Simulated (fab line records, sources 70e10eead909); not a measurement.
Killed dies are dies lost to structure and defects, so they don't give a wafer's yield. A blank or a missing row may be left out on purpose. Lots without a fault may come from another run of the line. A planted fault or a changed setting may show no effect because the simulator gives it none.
Which tool did it? | flow nand_harc | 14 lots, 42 wafers sampled, at 4 steps of a route of 1159

WHAT THE GAUGES READ, wafer by wafer
The record holds no reading of a measuring or inspecting step that can be judged against a usual standard deviation.

WHICH TOOL RAN EACH LOT (tool, then ch and the chambers of the sampled wafers, then the start)
lot  | NHARC_A_STAIRCASE_CMP_472     | NHARC_A_SLIT_ETCH_24               | NHARC_A_WL_FILL_ALD_02              | NHARC_A_WL_FILL_ETCHBACK_04
L563 | cmp-03 ch 0,2, day 13 18:30   | rie_diel-10 ch 0,1,2, day 14 08:01 | ald_metal-04 ch 2,3, day 15 09:34   | rie_metal-02 ch 0,1, day 15 13:25
L564 | cmp-01 ch 0,1,2, day 14 07:28 | rie_diel-10 ch 0,1,3, day 14 18:48 | ald_metal-02 ch 1,2,3, day 15 17:34 | rie_metal-03 ch 0,1, day 15 21:20
L565 | cmp-03 ch 1,2,3, day 14 08:56 | rie_diel-03 ch 1,3, day 14 18:38   | ald_metal-04 ch 1,3, day 15 17:20   | rie_metal-02 ch 0,1, day 15 21:04
L567 | cmp-03 ch 0,1,2, day 15 04:57 | rie_diel-10 ch 1,3, day 15 15:43   | ald_metal-01 ch 0,2,3, day 16 03:28 | rie_metal-02 ch 0,1, day 16 14:16
L568 | cmp-01 ch 0,2,3, day 15 17:16 | rie_diel-03 ch 1,3, day 16 06:09   | ald_metal-04 ch 0,3, day 16 18:23   | rie_metal-03 ch 0,1, day 17 10:16
L571 | cmp-04 ch 1,2, day 16 11:48   | rie_diel-05 ch 0,1,2, day 16 23:17 | ald_metal-04 ch 0,2,3, day 17 10:51 | rie_metal-01 ch 0, day 17 23:25
L572 | cmp-01 ch 0,1,2, day 16 12:04 | rie_diel-10 ch 0,1, day 16 23:28   | ald_metal-02 ch 2,3, day 17 11:04   | rie_metal-03 ch 0, day 17 23:48
L574 | cmp-03 ch 0,1,3, day 17 20:08 | rie_diel-05 ch 0,3, day 18 16:02   | ald_metal-01 ch 0,1,3, day 19 03:35 | rie_metal-03 ch 0,1, day 19 10:00
L578 | cmp-04 ch 0,1,3, day 18 16:22 | rie_diel-05 ch 1,2,3, day 19 05:39 | ald_metal-01 ch 0,2,3, day 19 20:09 | rie_metal-01 ch 0,1, day 19 23:53
L581 | cmp-01 ch 0,2,3, day 19 02:50 | rie_diel-03 ch 2,3, day 19 15:16   | ald_metal-02 ch 0,2,3, day 20 02:43 | rie_metal-01 ch 0,1, day 20 12:41
L583 | cmp-01 ch 1,2,3, day 19 14:37 | rie_diel-05 ch 0,1,2, day 20 02:56 | ald_metal-02 ch 0,1,2, day 20 14:32 | rie_metal-02 ch 0,1, day 20 19:31
L582 | cmp-01 ch 2,3, day 19 14:59   | rie_diel-10 ch 1,3, day 20 03:14   | ald_metal-01 ch 1,2,3, day 20 14:41 | rie_metal-02 ch 0,1, day 20 22:26
L586 | cmp-04 ch 2,3, day 20 02:20   | rie_diel-05 ch 0,3, day 20 13:38   | ald_metal-01 ch 0,2,3, day 21 02:56 | rie_metal-02 ch 0,1, day 21 14:14
L585 | cmp-04 ch 0,2,3, day 20 02:57 | rie_diel-03 ch 0,1,2, day 20 13:47 | ald_metal-02 ch 0,1,2, day 21 02:41 | rie_metal-01 ch 0,1, day 21 09:06
- NHARC_A_STAIRCASE_CMP_472: polishes SiO2.
- NHARC_A_SLIT_ETCH_24: etches the open film in CF4/CHF3, target depth 121 nm, time 60.5 s.
- NHARC_A_WL_FILL_ALD_02: deposits TiN, target thk 2 nm, pulse time 3 s, ald cycles 100.
- NHARC_A_WL_FILL_ETCHBACK_04: etches the open film in NF3, target depth 60 nm, time 120 s.

WHAT THE TOOLS THEMSELVES READ (means of the sampled wafers that have a number; where no wafer has one, the mark that the record gives instead)
NHARC_A_STAIRCASE_CMP_472.
lot  | tool   | motor_current_A (A)
L563 | cmp-03 | 10.8
L564 | cmp-01 | 12.8
L565 | cmp-03 | 11.4
L567 | cmp-03 | 10.7
L568 | cmp-01 | 13.0
L571 | cmp-04 | 11.6
L572 | cmp-01 | 13.4
L574 | cmp-03 | 10.7
L578 | cmp-04 | 12.6
L581 | cmp-01 | 12.5
L583 | cmp-01 | 12.2
L582 | cmp-01 | 12.3
L586 | cmp-04 | 13.3
L585 | cmp-04 | 13.2

NHARC_A_SLIT_ETCH_24.
lot  | tool        | drypump_motor_current_A (A) | mfc_ar_sccm (sccm) | oes_product_au (a.u.) | rf_vpp_V (V) | showerhead_plenum_p_Torr (Torr) | throttle_valve_pct (%)
L563 | rie_diel-10 | 5.8                         | 0.007              | 0.967                 | 370.5        | 1.56                            | 16.796
L564 | rie_diel-10 | 5.4                         | 0.004              | 0.960                 | 368.6        | 1.55                            | 16.799
L565 | rie_diel-03 | 5.7                         | 0.001              | 0.959                 | 369.4        | 1.52                            | 16.811
L567 | rie_diel-10 | 5.2                         | 0.000              | 0.960                 | 369.5        | 1.55                            | 16.794
L568 | rie_diel-03 | 5.8                         | 0.003              | 0.956                 | 367.3        | 1.50                            | 16.800
L571 | rie_diel-05 | 5.4                         | 0.017              | 0.960                 | 368.4        | 1.52                            | 16.809
L572 | rie_diel-10 | 5.7                         | 0.008              | 0.948                 | 369.0        | 1.54                            | 16.801
L574 | rie_diel-05 | 5.7                         | 0.010              | 0.946                 | 368.6        | 1.52                            | 16.813
L578 | rie_diel-05 | 5.5                         | 0.027              | 0.965                 | 369.8        | 1.57                            | 16.795
L581 | rie_diel-03 | 5.5                         | 0.000              | 0.968                 | 369.5        | 1.54                            | 16.805
L583 | rie_diel-05 | 5.4                         | 0.017              | 0.975                 | 369.0        | 1.52                            | 16.807
L582 | rie_diel-10 | 5.2                         | 0.000              | 0.954                 | 369.2        | 1.55                            | 16.796
L586 | rie_diel-05 | 5.7                         | 0.010              | 0.970                 | 368.7        | 1.52                            | 16.802
L585 | rie_diel-03 | 5.7                         | 0.006              | 0.965                 | 371.3        | 1.56                            | 16.795

NHARC_A_WL_FILL_ALD_02.
lot  | tool         | heater_power_w (W) | precursor_pulse_height_rel
L563 | ald_metal-04 | 1134               | 1.006
L564 | ald_metal-02 | 976                | 1.001
L565 | ald_metal-04 | 1095               | 0.991
L567 | ald_metal-01 | 1031               | 1.002
L568 | ald_metal-04 | 1109               | 1.007
L571 | ald_metal-04 | 1125               | 0.991
L572 | ald_metal-02 | 945                | 0.998
L574 | ald_metal-01 | 1187               | 1.020
L578 | ald_metal-01 | 1036               | 1.024
L581 | ald_metal-02 | 959                | 1.003
L583 | ald_metal-02 | 956                | 0.994
L582 | ald_metal-01 | 1143               | 1.006
L586 | ald_metal-01 | 1022               | 1.013
L585 | ald_metal-02 | 930                | 1.021

NHARC_A_WL_FILL_ETCHBACK_04.
lot  | tool         | drypump_motor_current_A (A) | oes_product_au (a.u.) | run_length_s (s)
L563 | rie_metal-02 | 5.6                         | 0.994                 | 141.3
L564 | rie_metal-03 | 5.6                         | 1.014                 | 141.2
L565 | rie_metal-02 | 6.0                         | 1.008                 | 141.5
L567 | rie_metal-02 | 5.6                         | 0.985                 | 141.4
L568 | rie_metal-03 | 5.6                         | 1.013                 | 141.3
L571 | rie_metal-01 | 5.9                         | 0.996                 | 142.0
L572 | rie_metal-03 | 5.5                         | 1.023                 | 98.7
L574 | rie_metal-03 | 5.6                         | 1.010                 | 98.8
L578 | rie_metal-01 | 5.8                         | 1.003                 | 141.7
L581 | rie_metal-01 | 5.8                         | 1.000                 | 141.8
L583 | rie_metal-02 | 5.6                         | 1.003                 | 141.4
L582 | rie_metal-02 | 5.6                         | 1.009                 | 141.3
L586 | rie_metal-02 | 6.0                         | 1.004                 | 141.6
L585 | rie_metal-01 | 5.8                         | 1.003                 | 141.8

THE ANSWER, worked out from the rows above alone
Rule: what is usual is taken from the lots themselves. Put in order of their means at a reading, lots are off if they are a third of the lots or fewer, leave a main group of 4 or more, and stand apart from it by a gap of 3 or more times the standard deviation of the main group's means; of several such gaps the widest counts. A main group whose means are all the same, to the digits that the tables above print for the reading, isn't used. A lot without any number at a reading at which 4 lots or more have one is off too. The other lots that the step has rows for count as sound. The gauges are gone through in route order, then the tools' own readings, and for those a lot's mean is taken as printed above. The first step at which some lot is off is used, and at that step the reading that is off furthest; a lot without a number counts as furthest.
Off: L572, L574, at NHARC_A_WL_FILL_ETCHBACK_04 (run_length_s). The main group: mean 141.5 s, standard deviation 0.24.
A tool fits if, at that step or a process step before it, it ran every lot that is off, and no sound lot after the first of them. One fits: rie_metal-03 at NHARC_A_WL_FILL_ETCHBACK_04. Its last sound lot is L568 (day 17 10:16), its first lot that is off L572 (day 17 23:48): a fault that began between those two fits.
The tool's own readings at NHARC_A_WL_FILL_ETCHBACK_04 bear it out: on the lots that are off they differ by more than 5 times the standard deviation of the sound lots' means. run_length_s reads 98.8 s there against 141.5 s on the sound lots.

WHAT THE SIMULATOR HAD PUT IN
Process parameter drift: rie_metal-03, from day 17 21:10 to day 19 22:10, at NHARC_A_WL_FILL_ETCHBACK_04. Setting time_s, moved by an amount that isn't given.
Lots struck among those shown: L572, L574. The rule above found the same.
